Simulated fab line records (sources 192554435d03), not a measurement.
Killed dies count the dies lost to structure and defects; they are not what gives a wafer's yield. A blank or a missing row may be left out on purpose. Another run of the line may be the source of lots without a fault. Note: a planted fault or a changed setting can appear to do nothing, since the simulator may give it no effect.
fab line records	flow n5_finfet
record: lots: 11	wafers: 33	last_day: 18
route steps=1938 shown BEOL_M9@1463 BEOL_M10@1490 PASSIVATION@1936
lots that met no fault: from a run of the same line without faults
start_h: hours from the record's first day to the start of the lot's first wafer shown	wait_h: hours from the lot's prior step to this one	" same as the row above	L1.1+2: one row covering several wafers at once	- no value, or no start given	* or withheld: withheld	< > ~ a bound
route shown NAME@n: names a module that has steps shown in the file, with the first one's number in the route	usual: mean/standard deviation taken from wafers without a fault	same: alike in all rows	chamber/n: place in a boat	sites: the reading at each site	_std_site: their standard deviation	_edge_site: outer sites' mean less inner sites'	radius_mm: how far each site lies from the wafer's centre	mask NAME#n: copy n	behind: the most recent tool/chamber to have shaped the wafer	hold: the reason the lot was held/the length of the hold in hours/how it ended	device: transistor that didn't switch, given as n, p or np	end of line: the same wafers' tests at the end of the route	a step given without rows: its recipe and nothing more	killed: at the first sort, the dies lost to defects and structure; wafer yield is something else	map: per-die view of a wafer (x killed, . not killed, _ where there is no die)
set.NAME: the setting the step ran with; set.NAME@STEP: the setting that earlier step ran with	model.NAME: the simulator's own value behind a step, which no gauge read
route steps across a sampled set of lots; one table per step, one row per wafer
services: when a tool's chamber went out of use (start_h, in hours from the record's first day, below 0 if earlier), for how many hours, and the reason
== steps ==
step: N5_BEOL_M9_ANNEAL_51
recipe: temp_c: 225	time_s: 90	ambient: N2
usual: wafer_temp_C_max: 225.77/0.28
lot.wafer	tool	chamber	start_h	wait_h	wafer_temp_C_max
L570.2	rtp_anneal-02	0	217.51	0.4	225.84
L570.3	"	0	"	"	225.87
L570.6	"	0	"	"	226.16
L571.2	rtp_anneal-01	0	229.44	0.6	225.42
L571.4	"	0	"	"	225.41
L571.6	"	0	"	"	225.30
L573.2	rtp_anneal-01	0	233.82	0.5	225.71
L573.3	"	0	"	"	225.59
L573.4	"	0	"	"	225.66
L576.3	rtp_anneal-01	0	251.47	0.1	225.61
L576.4	"	0	"	"	225.41
L576.6	"	0	"	"	225.35
L577.1	rtp_anneal-02	0	261.91	0.1	226.30
L577.5	"	0	"	"	226.08
L577.6	"	0	"	"	226.34
L583.1	rtp_anneal-01	0	300.61	0.1	225.75
L583.3	"	0	"	"	225.54
L583.5	"	0	"	"	225.56
L586.2	rtp_anneal-02	0	320.34	0.2	225.83
L586.3	"	0	"	"	226.16
L586.5	"	0	"	"	226.01
L587.2	rtp_anneal-02	0	326.63	0.5	225.79
L587.4	"	0	"	"	226.30
L587.6	"	0	"	"	226.08
L589.2	rtp_anneal-01	0	326.97	0.5	225.58
L589.3	"	0	"	"	225.57
L589.4	"	0	"	"	225.72
L590.1	rtp_anneal-01	0	351.43	0.4	226.04
L590.3	"	0	"	"	225.65
L590.5	"	0	"	"	225.84
L592.2	rtp_anneal-02	0	352.09	0.1	226.15
L592.3	"	0	"	"	225.67
L592.5	"	0	"	"	225.88
step: N5_BEOL_M9_DEP_56
recipe: material: SiCN	target_thk_a: 150	temp_c: withheld	precursor: 3MS/NH3	pressure_torr: 3	rf_w: 202	time_s: 26.5
usual: showerhead_plenum_p_Torr: 3.668/0.016	throttle_valve_pct: 9.0/0.69
lot.wafer	tool	chamber	start_h	wait_h	showerhead_plenum_p_Torr	throttle_valve_pct
L570.2	pecvd-04	2	218.12	0.0	3.638	8.3
L570.3	"	1	"	"	3.669	9.7
L570.6	"	2	"	"	3.655	8.4
L571.2	pecvd-04	1	230.18	0.0	3.653	9.4
L571.4	"	0	"	"	3.682	9.0
L571.6	"	2	"	"	3.644	8.5
L573.2	pecvd-04	1	234.43	0.0	3.663	9.4
L573.3	"	0	"	"	3.681	9.3
L573.4	"	1	"	"	3.666	9.5
L576.3	pecvd-03	0	252.08	0.0	3.687	9.9
L576.4	"	2	"	"	3.642	8.0
L576.6	"	0	"	"	3.683	9.9
L577.1	pecvd-04	1	262.57	0.0	3.672	9.2
L577.5	"	0	"	"	3.685	8.9
L577.6	"	2	"	"	3.645	8.5
L583.1	pecvd-03	2	301.26	0.0	3.646	8.1
L583.3	"	1	"	"	3.685	7.9
L583.5	"	1	"	"	3.687	8.1
L586.2	pecvd-03	0	320.95	0.0	3.690	10.1
L586.3	"	1	"	"	3.686	8.1
L586.5	"	1	"	"	3.679	8.3
L587.2	pecvd-03	0	327.26	0.0	3.694	9.9
L587.4	"	0	"	"	3.679	9.9
L587.6	"	1	"	"	3.673	8.2
L589.2	pecvd-01	0	327.58	0.0	3.678	9.3
L589.3	"	1	"	"	3.675	9.5
L589.4	"	0	"	"	3.679	9.5
L590.1	pecvd-01	1	352.08	0.0	3.668	9.6
L590.3	"	0	"	"	3.678	9.2
L590.5	"	0	"	"	3.675	9.6
L592.2	pecvd-03	0	352.69	0.0	3.681	10.2
L592.3	"	1	"	"	3.675	8.0
L592.5	"	2	"	"	3.651	8.3
step: N5_BEOL_M10_STRIP_67
recipe: chemistry: CF4	resist: SiARC	power_w: 300	bias_power_w: 75	pressure_mtorr: 50	cf4_flow_sccm: 150	rf_frequency_hz: 6e+07
usual: drypump_motor_current_A: 6.0/0.37	oes_product_au: 0.82/0.075	rf_vpp_V: 271.0/1.4	showerhead_plenum_p_Torr: 1.79/0.05	throttle_valve_pct: 13.54/0.23
lot.wafer	tool	chamber	start_h	wait_h	drypump_motor_current_A	oes_product_au	rf_hours_counter_h	rf_vpp_V	showerhead_plenum_p_Torr	throttle_valve_pct
L570.2	rie_diel-04	2	222.40	0.0	5.3	0.92	19	269.6	1.76	13.18
L570.3	"	1	"	"	6.0	0.69	207	270.7	1.78	13.69
L570.6	"	3	"	"	6.4	0.94	-	273.0	1.90	13.49
L571.2	rie_diel-05	1	233.30	0.0	6.2	0.90	13	269.7	1.75	13.45
L571.4	"	0	"	"	6.0	0.81	93	269.5	1.73	13.29
L571.6	"	2	"	"	6.3	0.78	-	270.7	1.75	13.41
L573.2	rie_diel-05	2	236.01	0.0	6.3	0.78	103	270.1	1.74	13.41
L573.3	"	1	"	"	6.2	0.90	14	269.3	1.75	13.46
L573.4	"	3	"	"	6.2	0.70	229	273.0	1.85	14.05
L576.3	rie_diel-04	2	254.83	0.0	5.3	0.90	31	270.5	1.76	13.21
L576.4	"	3	"	"	6.3	0.92	18	274.3	1.90	13.54
L576.6	"	0	"	"	5.4	0.91	-	271.0	1.82	13.19
L577.1	rie_diel-03	0	264.74	0.0	5.7	0.80	101	271.3	1.82	13.82
L577.5	"	1	"	"	6.5	0.85	-	269.4	1.75	13.66
L577.6	"	0	"	"	5.7	0.81	-	270.7	1.82	13.81
L583.1	rie_diel-03	3	304.26	0.0	6.3	0.76	158	269.8	1.79	13.57
L583.3	"	0	"	"	5.8	0.79	118	271.0	1.81	13.88
L583.5	"	2	"	"	5.5	0.93	-	272.1	1.84	13.68
L586.2	rie_diel-05	3	323.18	0.0	6.2	0.97	3	271.8	1.84	13.54
L586.3	"	0	"	"	6.0	0.78	121	269.1	1.72	13.34
L586.5	"	2	"	"	6.3	0.76	-	269.1	1.74	13.46
L587.2	rie_diel-05	3	329.98	0.0	6.2	0.97	5	270.8	1.84	13.54
L587.4	"	1	"	"	6.2	0.84	46	269.4	1.74	13.52
L587.6	"	0	"	"	6.1	0.78	-	269.6	1.72	13.35
L589.2	rie_diel-04	1	330.43	0.0	6.0	0.66	245	270.9	1.77	13.78
L589.3	"	2	"	"	5.3	0.84	61	270.4	1.75	13.29
L589.4	"	0	"	"	5.4	0.87	52	271.3	1.82	13.26
L590.1	rie_diel-04	0	354.20	0.0	5.4	0.85	64	271.4	1.81	13.28
L590.3	"	1	"	"	6.0	0.66	256	271.3	1.77	13.80
L590.5	"	0	"	"	5.4	0.86	-	272.2	1.81	13.27
L592.2	rie_diel-04	3	356.96	0.0	6.3	0.85	52	272.4	1.89	13.62
L592.3	"	0	"	"	5.4	0.85	65	273.1	1.81	13.27
L592.5	"	2	"	"	5.4	0.83	-	269.6	1.75	13.32
step: N5_BEOL_M10_COAT_63
recipe: resist: SOC	temp_c: 250	time_s: 60	spin_rpm: 1500	resist_thk_nm: 100
usual: spin_speed_rpm: 1500.0/1
lot.wafer	tool	chamber	start_h	wait_h	spin_speed_rpm
L570.2	litho_track-01	0	223.27	0.6	1499.2
L570.3	"	0	"	"	1499.9
L570.6	"	0	"	"	1500.4
L571.2	litho_track-01	0	233.80	0.2	1499.8
L571.4	"	0	"	"	1501.6
L571.6	"	0	"	"	1501.8
L573.2	litho_track-01	0	236.31	0.1	1501.0
L573.3	"	0	"	"	1498.4
L573.4	"	0	"	"	1500.5
L576.3	litho_track-05	0	255.09	0.0	1499.6
L576.4	"	0	"	"	1500.2
L576.6	"	0	"	"	1500.2
L577.1	litho_track-05	0	265.10	0.0	1501.1
L577.5	"	0	"	"	1500.0
L577.6	"	0	"	"	1500.5
L583.1	litho_track-05	0	304.84	0.3	1814.1
L583.3	"	0	"	"	1814.0
L583.5	"	0	"	"	1812.4
L586.2	litho_track-04	0	324.09	0.5	1500.6
L586.3	"	0	"	"	1499.6
L586.5	"	0	"	"	1499.4
L587.2	litho_track-05	0	330.29	0.0	1812.8
L587.4	"	0	"	"	1814.0
L587.6	"	0	"	"	1813.7
L589.2	litho_track-01	0	330.79	0.1	1500.8
L589.3	"	0	"	"	1501.6
L589.4	"	0	"	"	1498.9
L590.1	litho_track-01	0	355.03	0.6	1501.4
L590.3	"	0	"	"	1499.4
L590.5	"	0	"	"	1500.5
L592.2	litho_track-01	0	357.65	0.4	1498.7
L592.3	"	0	"	"	1498.8
L592.5	"	0	"	"	1499.8
step: N5_PASSIVATION_PROBE_49
usual: defect_limited_yield: 91.2/1.4	killed_at_M0_to_M3: 35/11	killed_at_M4_up: 12/4.2	killed_at_contacts: 13/5.6	killed_at_front_end: 40/12	killed_at_other: 3.3/2.6	killed_dies: 103/17	killed_open: 68/12	killed_short: 34/7.6	sort_bin_5_function: 5.1/0.95	sort_bin_6_memory: 3.3/0.68	sort_n_pass: 1077/17	sort_yield_pct: 91.2/1.4
same: gross_dies: 1180	killed_at_back_side: 0	sort_bin_4_leakage[%]: 0	sort_bin_8_speed[%]: 0
lot.wafer	tool	chamber	start_h	wait_h	defect_limited_yield[%]	killed_at_M0_to_M3	killed_at_M4_up	killed_at_contacts	killed_at_front_end	killed_at_other	killed_dies	killed_open	killed_short	sort_bin_5_function[%]	sort_bin_6_memory[%]	sort_n_pass	sort_yield_pct[%]
L570.2	prober-01	-	273.63	0.1	95.3	30	6	6	13	0	55	37	18	2.5	1.9	1125	95.3
L570.3	prober-01	-	273.68	0.1	92.9	22	18	13	31	0	84	57	25	4.3	2.6	1096	92.9
L570.6	prober-01	-	273.83	0.3	91.5	40	13	12	34	1	100	68	32	4.6	3.3	1080	91.5
L571.2	prober-02	-	291.14	0.1	92.7	18	19	4	38	7	86	53	27	3.4	3.3	1094	92.7
L571.4	prober-02	-	291.24	0.2	91.4	30	12	15	38	6	101	73	28	5.6	2.8	1079	91.4
L571.6	prober-02	-	291.34	0.3	91.4	29	10	10	46	6	101	55	46	4.8	3.1	1079	91.4
L573.2	prober-01	-	298.15	0.1	90.1	47	12	23	33	2	117	72	41	6.1	3.0	1063	90.1
L573.3	prober-01	-	298.20	0.1	91.9	33	13	22	23	4	95	60	31	4.5	3.2	1085	91.9
L573.4	prober-01	-	298.25	0.2	90.4	30	13	27	42	1	113	58	53	5.7	3.6	1067	90.4
L576.3	prober-02	-	306.08	0.1	90.3	31	18	30	34	1	114	83	31	5.6	4.0	1066	90.3
L576.4	prober-02	-	306.13	0.2	91.0	45	8	22	30	1	106	73	32	5.3	3.5	1074	91.0
L576.6	prober-02	-	306.23	0.3	90.8	30	18	17	44	0	109	71	35	5.0	3.6	1071	90.8
L577.1	prober-01	-	319.35	0.0	91.8	37	25	7	24	4	97	65	32	4.6	3.3	1083	91.8
L577.5	prober-01	-	319.55	0.2	91.7	26	12	19	39	2	98	68	30	5.3	2.9	1082	91.7
L577.6	prober-01	-	319.60	0.3	91.7	26	12	12	47	1	98	63	35	4.3	3.8	1082	91.7
L583.1	prober-02	-	355.75	0.0	89.3	44	19	11	50	2	126	84	39	5.7	4.7	1054	89.3
L583.3	prober-02	-	355.85	0.1	90.1	38	7	12	55	5	117	80	35	6.0	3.6	1063	90.1
L583.5	prober-02	-	355.95	0.2	89.9	22	15	17	60	5	119	82	36	6.7	3.0	1061	89.9
L586.2	prober-01	-	374.96	0.1	88.6	37	8	19	68	3	135	91	44	6.9	4.1	1045	88.6
L586.3	prober-01	-	375.01	0.1	88.1	50	14	5	68	4	141	98	42	6.4	5.3	1039	88.1
L586.5	prober-01	-	375.11	0.2	87.9	67	12	15	46	3	143	86	54	7.5	4.0	1037	87.9
L587.2	prober-01	-	379.30	0.1	91.6	24	13	9	53	0	99	74	24	5.3	2.7	1081	91.6
L587.4	prober-01	-	379.40	0.2	94.3	11	13	13	28	2	67	52	15	3.4	2.2	1113	94.3
L587.6	prober-01	-	379.50	0.3	91.9	25	16	13	33	8	95	67	28	4.7	3.3	1085	91.9
L589.2	prober-02	-	383.03	0.1	90.3	55	7	14	35	4	115	67	47	6.5	3.1	1065	90.3
L589.3	prober-02	-	383.08	0.1	88.6	46	12	21	46	9	134	96	37	7.2	3.6	1046	88.6
L589.4	prober-02	-	383.13	0.2	89.5	59	15	21	26	3	124	82	40	6.9	3.3	1056	89.5
L590.1	prober-02	-	414.42	0.0	91.4	26	20	8	45	2	101	70	24	4.8	3.2	1079	91.4
L590.3	prober-02	-	414.52	0.1	91.4	16	14	16	53	2	101	56	43	5.2	2.9	1079	91.4
L590.5	prober-02	-	414.62	0.2	92.9	18	17	13	36	0	84	55	26	4.2	2.6	1096	92.9
L592.2	prober-02	-	426.90	0.1	92.2	13	11	7	60	1	92	62	29	5.1	2.5	1088	92.2
L592.3	prober-02	-	426.95	0.1	89.2	28	11	17	72	0	128	93	35	6.8	3.9	1052	89.2
L592.5	prober-02	-	427.05	0.2	89.3	39	11	14	61	1	126	91	35	6.5	4.0	1054	89.3
killed by level:class
L570.2 BEOL_M2:geometric_particle:open=9 MOL_CONTACT_COAG:geometric_particle:open=6 STI_FIN_REVEAL:geometric_particle:open=5 BEOL_M1:geometric_particle:open=5 BEOL_M0_SAQP:geometric_particle:short=4 BEOL_M0_SAQP:geometric_particle:open=4 BEOL_M1:geometric_particle:short=4 STI_FIN_REVEAL:geometric_particle:short=2
L570.3 MOL_CONTACT_COAG:geometric_particle:open=10 BEOL_M4:geometric_particle:open=9 STI_FIN_REVEAL:geometric_particle:open=8 BEOL_M3:geometric_particle:open=6 BEOL_M1:geometric_particle:open=5 ILD0:geometric_particle:open=4 ILD0:geometric_particle:short=4 BEOL_M0_SAQP:geometric_particle:open=4
L570.6 STI_FIN_REVEAL:geometric_particle:open=13 BEOL_M0_SAQP:geometric_particle:short=11 MOL_CONTACT_COAG:geometric_particle:open=10 BEOL_M0_SAQP:geometric_particle:open=9 BEOL_M1:geometric_particle:open=7 BEOL_M4:geometric_particle:open=6 BEOL_M2:geometric_particle:open=6 ILD0:geometric_particle:short=4
L571.2 BEOL_M4:geometric_particle:open=12 FIN_SAQP:geometric_particle:open=8 BEOL_M1:geometric_particle:open=6 HKMG_FIN:area_etch=6 STI_FIN_REVEAL:geometric_particle:open=4 GATE_CUT:geometric_particle:short=4 MOL_CONTACT_COAG:geometric_particle:open=4 BEOL_M1:geometric_particle:short=4
L571.4 BEOL_M2:geometric_particle:open=13 MOL_CONTACT_COAG:geometric_particle:open=11 FIN_SAQP:geometric_particle:open=8 BEOL_M4:geometric_particle:open=8 BEOL_M3:geometric_particle:open=7 FIN_SAQP:geometric_particle:short=6 BEOL_M1:geometric_particle:open=5 GATE_CUT:geometric_particle:short=4
L571.6 FIN_SAQP:geometric_particle:short=13 BEOL_M2:geometric_particle:open=10 GATE_CUT:geometric_particle:short=9 MOL_CONTACT_COAG:geometric_particle:open=7 GATE_CUT:geometric_particle:open=6 BEOL_M1:geometric_particle:short=6 BEOL_M0:geometric_particle:short=5 BEOL_M4:geometric_particle:open=5
L573.2 MOL_CONTACT_COAG:geometric_particle:open=19 BEOL_M0_SAQP:geometric_particle:short=13 BEOL_M3:geometric_particle:open=9 BEOL_M2:geometric_particle:open=7 BEOL_M0_SAQP:geometric_particle:open=5 FIN_SAQP:geometric_particle:short=4 DUMMY_GATE:geometric_particle:open=4 MOL_CONTACT_COAG:geometric_particle:short=4
L573.3 MOL_CONTACT_COAG:geometric_particle:open=14 BEOL_M3:geometric_particle:open=12 MOL_CONTACT_COAG:geometric_particle:short=8 GATE_CUT:geometric_particle:short=6 BEOL_M2:geometric_particle:open=6 BEOL_M0_SAQP:geometric_particle:short=4 BEOL_M4:geometric_particle:open=4 BEOL_M0_SAQP:geometric_particle:open=3
L573.4 MOL_CONTACT_COAG:geometric_particle:open=14 FIN_SAQP:geometric_particle:short=13 MOL_CONTACT_COAG:geometric_particle:short=13 BEOL_M0_SAQP:geometric_particle:short=11 FIN_SAQP:geometric_particle:open=8 BEOL_M0_SAQP:geometric_particle:open=8 STI_FIN_REVEAL:geometric_particle:open=4 GATE_CUT:geometric_particle:short=4
L576.3 MOL_CONTACT_COAG:geometric_particle:open=25 STI_FIN_REVEAL:geometric_particle:open=12 BEOL_M0_SAQP:geometric_particle:open=12 BEOL_M0_SAQP:geometric_particle:short=8 BEOL_M4:geometric_particle:open=7 MOL_CONTACT_COAG:geometric_particle:short=5 GATE_CUT:geometric_particle:short=4 BEOL_M3:geometric_particle:open=4
L576.4 MOL_CONTACT_COAG:geometric_particle:open=19 BEOL_M1:geometric_particle:open=8 BEOL_M0_SAQP:geometric_particle:open=7 BEOL_M0_SAQP:geometric_particle:short=7 BEOL_M2:geometric_particle:open=7 BEOL_M2:geometric_particle:short=7 BEOL_M3:geometric_particle:open=7 STI_FIN_REVEAL:geometric_particle:open=6
L576.6 MOL_CONTACT_COAG:geometric_particle:open=16 STI_FIN_REVEAL:geometric_particle:open=15 BEOL_M0_SAQP:geometric_particle:open=9 BEOL_M4:geometric_particle:open=8 FIN_SAQP:geometric_particle:short=7 BEOL_M0_SAQP:geometric_particle:short=7 STI_FIN_REVEAL:geometric_particle:short=4 GATE_CUT:geometric_particle:open=4
L577.1 BEOL_M4:geometric_particle:open=14 BEOL_M0_SAQP:geometric_particle:short=9 BEOL_M3:geometric_particle:open=8 MOL_CONTACT_COAG:geometric_particle:open=6 BEOL_M1:geometric_particle:open=6 FIN_SAQP:geometric_particle:short=5 BEOL_M0_SAQP:geometric_particle:open=5 BEOL_M4:geometric_particle:short=5
L577.5 MOL_CONTACT_COAG:geometric_particle:open=17 FIN_SAQP:geometric_particle:open=11 BEOL_M4:geometric_particle:open=9 FIN_SAQP:geometric_particle:short=8 BEOL_M3:geometric_particle:open=7 BEOL_M0_SAQP:geometric_particle:open=6 GATE_CUT:geometric_particle:short=5 BEOL_M0_SAQP:geometric_particle:short=5
L577.6 STI_FIN_REVEAL:geometric_particle:open=10 MOL_CONTACT_COAG:geometric_particle:open=10 BEOL_M4:geometric_particle:open=9 FIN_SAQP:geometric_particle:short=8 DUMMY_GATE:geometric_particle:open=7 ILD0:geometric_particle:short=5 BEOL_M0_SAQP:geometric_particle:open=5 BEOL_M3:geometric_particle:open=5
L583.1 FIN_SAQP:geometric_particle:open=13 BEOL_M0_SAQP:geometric_particle:open=12 BEOL_M1:geometric_particle:open=11 STI_FIN_REVEAL:geometric_particle:open=8 MOL_CONTACT_COAG:geometric_particle:open=8 BEOL_M0_SAQP:geometric_particle:short=6 FIN_CUT:geometric_particle:short=5 BEOL_M3:geometric_particle:open=5
L583.3 FIN_SAQP:geometric_particle:open=19 MOL_CONTACT_COAG:geometric_particle:open=11 FIN_SAQP:geometric_particle:short=9 BEOL_M1:geometric_particle:open=9 BEOL_M2:geometric_particle:open=8 GATE_CUT:geometric_particle:short=6 BEOL_M0_SAQP:geometric_particle:open=6 DUMMY_GATE:geometric_particle:open=5
L583.5 FIN_SAQP:geometric_particle:open=16 MOL_CONTACT_COAG:geometric_particle:open=14 FIN_SAQP:geometric_particle:short=10 STI_FIN_REVEAL:geometric_particle:open=8 BEOL_M0_SAQP:geometric_particle:open=8 GATE_CUT:geometric_particle:short=6 BEOL_M5:geometric_particle:open=5 ILD0:geometric_particle:open=4
L586.2 STI_FIN_REVEAL:geometric_particle:open=22 FIN_SAQP:geometric_particle:short=15 MOL_CONTACT_COAG:geometric_particle:open=15 BEOL_M0_SAQP:geometric_particle:short=9 BEOL_M2:geometric_particle:open=9 BEOL_M0_SAQP:geometric_particle:open=8 ILD0:geometric_particle:short=5 ILD0:geometric_particle:open=5
L586.3 STI_FIN_REVEAL:geometric_particle:open=26 BEOL_M2:geometric_particle:open=15 BEOL_M0_SAQP:geometric_particle:open=10 STI_FIN_REVEAL:geometric_particle:short=9 FIN_SAQP:geometric_particle:short=8 BEOL_M0_SAQP:geometric_particle:short=7 BEOL_M4:geometric_particle:open=7 FIN_SAQP:geometric_particle:open=6
L586.5 BEOL_M2:geometric_particle:open=25 BEOL_M0_SAQP:geometric_particle:short=15 MOL_CONTACT_COAG:geometric_particle:open=12 FIN_SAQP:geometric_particle:short=11 STI_FIN_REVEAL:geometric_particle:open=11 BEOL_M1:geometric_particle:open=7 GATE_CUT:geometric_particle:short=6 BEOL_M0_SAQP:geometric_particle:open=5
L587.2 STI_FIN_REVEAL:geometric_particle:open=28 MOL_CONTACT_COAG:geometric_particle:open=8 BEOL_M0_SAQP:geometric_particle:open=6 BEOL_M2:geometric_particle:open=6 BEOL_M4:geometric_particle:short=6 FIN_SAQP:geometric_particle:open=5 STI_FIN_REVEAL:geometric_particle:short=5 FIN_SAQP:geometric_particle:short=4
L587.4 MOL_CONTACT_COAG:geometric_particle:open=12 DUMMY_GATE:geometric_particle:open=8 FIN_SAQP:geometric_particle:open=7 STI_FIN_REVEAL:geometric_particle:open=6 BEOL_M11:geometric_particle:open=4 BEOL_M0_SAQP:geometric_particle:short=3 BEOL_M0:geometric_particle:open=3 BEOL_M4:geometric_particle:open=3
L587.6 STI_FIN_REVEAL:geometric_particle:open=11 MOL_CONTACT_COAG:geometric_particle:open=10 FIN_SAQP:geometric_particle:open=8 BEOL_M2:geometric_particle:open=6 BEOL_M7:geometric_particle:open=5 BEOL_M0_SAQP:geometric_particle:open=4 BEOL_M3:geometric_particle:open=4 FIN_SAQP:geometric_particle:short=3
L589.2 BEOL_M0_SAQP:geometric_particle:open=20 BEOL_M0_SAQP:geometric_particle:short=11 STI_FIN_REVEAL:geometric_particle:open=9 GATE_CUT:geometric_particle:short=9 MOL_CONTACT_COAG:geometric_particle:open=9 BEOL_M3:geometric_particle:open=7 MOL_CONTACT_COAG:geometric_particle:short=5 BEOL_M0:geometric_particle:short=5
L589.3 MOL_CONTACT_COAG:geometric_particle:open=15 STI_FIN_REVEAL:geometric_particle:open=13 BEOL_M2:geometric_particle:open=12 BEOL_M0_SAQP:geometric_particle:open=9 BEOL_M3:geometric_particle:open=9 BEOL_M4:geometric_particle:open=7 MOL_CONTACT_COAG:geometric_particle:short=6 STARTING-WAFER:geometric_particle:short=5
L589.4 MOL_CONTACT_COAG:geometric_particle:open=17 BEOL_M3:geometric_particle:open=13 BEOL_M0_SAQP:geometric_particle:short=11 STI_FIN_REVEAL:geometric_particle:open=9 BEOL_M1:geometric_particle:open=7 BEOL_M0_SAQP:geometric_particle:open=6 BEOL_M0:geometric_particle:open=6 BEOL_M2:geometric_particle:open=6
L590.1 FIN_SAQP:geometric_particle:short=9 BEOL_M4:geometric_particle:open=9 STI_FIN_REVEAL:geometric_particle:open=8 BEOL_M2:geometric_particle:open=8 FIN_SAQP:geometric_particle:open=7 BEOL_M3:geometric_particle:open=7 MOL_CONTACT_COAG:geometric_particle:open=6 BEOL_M1:geometric_particle:open=5
L590.3 FIN_SAQP:geometric_particle:short=18 MOL_CONTACT_COAG:geometric_particle:open=12 FIN_SAQP:geometric_particle:open=9 STI_FIN_REVEAL:geometric_particle:open=8 BEOL_M4:geometric_particle:open=8 GATE_CUT:geometric_particle:short=7 MOL_CONTACT_COAG:geometric_particle:short=4 BEOL_M1:geometric_particle:open=4
L590.5 MOL_CONTACT_COAG:geometric_particle:open=12 FIN_SAQP:geometric_particle:short=9 BEOL_M4:geometric_particle:open=6 BEOL_M1:geometric_particle:open=5 BEOL_M2:geometric_particle:open=5 FIN_SAQP:geometric_particle:open=4 GATE_CUT:geometric_particle:open=4 GATE_CUT:geometric_particle:short=4
L592.2 STI_FIN_REVEAL:geometric_particle:open=16 FIN_SAQP:geometric_particle:open=14 STI_FIN_REVEAL:geometric_particle:short=7 MOL_CONTACT_COAG:geometric_particle:open=7 FIN_SAQP:geometric_particle:short=6 GATE_CUT:geometric_particle:short=6 BEOL_M3:geometric_particle:open=4 STARTING-WAFER:geometric_particle:open=4
L592.3 STI_FIN_REVEAL:geometric_particle:open=30 FIN_SAQP:geometric_particle:open=16 MOL_CONTACT_COAG:geometric_particle:open=15 FIN_SAQP:geometric_particle:short=9 GATE_CUT:geometric_particle:short=6 BEOL_M0_SAQP:geometric_particle:open=6 BEOL_M1:geometric_particle:open=6 STI_FIN_REVEAL:geometric_particle:short=4
L592.5 STI_FIN_REVEAL:geometric_particle:open=31 MOL_CONTACT_COAG:geometric_particle:open=10 STI_FIN_REVEAL:geometric_particle:short=8 BEOL_M1:geometric_particle:open=8 BEOL_M3:geometric_particle:open=8 BEOL_M2:geometric_particle:open=7 FIN_SAQP:geometric_particle:open=6 BEOL_M0_SAQP:geometric_particle:short=6
== services ==
tool	chamber	start_h	hours	kind
pecvd-03	2	202.38	-	clean
pecvd-03	2	202.38	-	consumable_replace:showerhead
pecvd-03	2	202.38	29.0	scheduled_down
pecvd-03	2	202.38	29.0	vent_cycle
rie_diel-05	3	202.56	13.1	repair
pecvd-04	-	221.49	0.8	repair
pecvd-04	-	225.70	4.3	pm
rie_diel-03	2	245.19	-	clean
litho_track-01	-	262.92	-	consumable_replace:filter
rie_diel-03	2	282.26	6.2	repair
rie_diel-05	3	297.86	-	clean
rie_diel-05	3	297.86	-	consumable_replace:focus_ring
rie_diel-05	3	297.86	17.7	scheduled_down
rie_diel-05	3	297.86	17.7	vent_cycle
rie_diel-04	1	301.83	9.3	repair
rie_diel-05	0	311.43	10.0	repair
rie_diel-05	1	312.06	1.9	repair
pecvd-03	-	329.53	5.4	repair
rie_diel-04	3	343.89	10.1	repair
pecvd-04	2	352.93	2.1	scheduled_down
rie_diel-04	1	354.22	-	clean
rie_diel-04	1	354.22	-	consumable_replace:focus_ring
rie_diel-04	1	354.22	21.4	scheduled_down
rie_diel-04	1	354.22	21.4	vent_cycle
== key ==
first_sign: step: N5_BEOL_M10_COAT_63	reading: spin_speed_rpm	direction: up	sigmas: 99+	usual: *	struck: *
effect none on later readings
met_at N5_BEOL_M10_COAT_63
struck_lots L583,L587
not_acting_at N5_BEOL_M9_ANNEAL_51,N5_BEOL_M9_DEP_56,N5_BEOL_M10_STRIP_67
onset_between 265.10 304.84
fault: kind: process_parameter_drift	tool: litho_track-05	chamber: -	onset_h: 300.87	steps: N5_BEOL_M10_COAT_63	channel: spin_rpm	offset: *	shape: step	end_h: 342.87	acts_in: *	stated: *
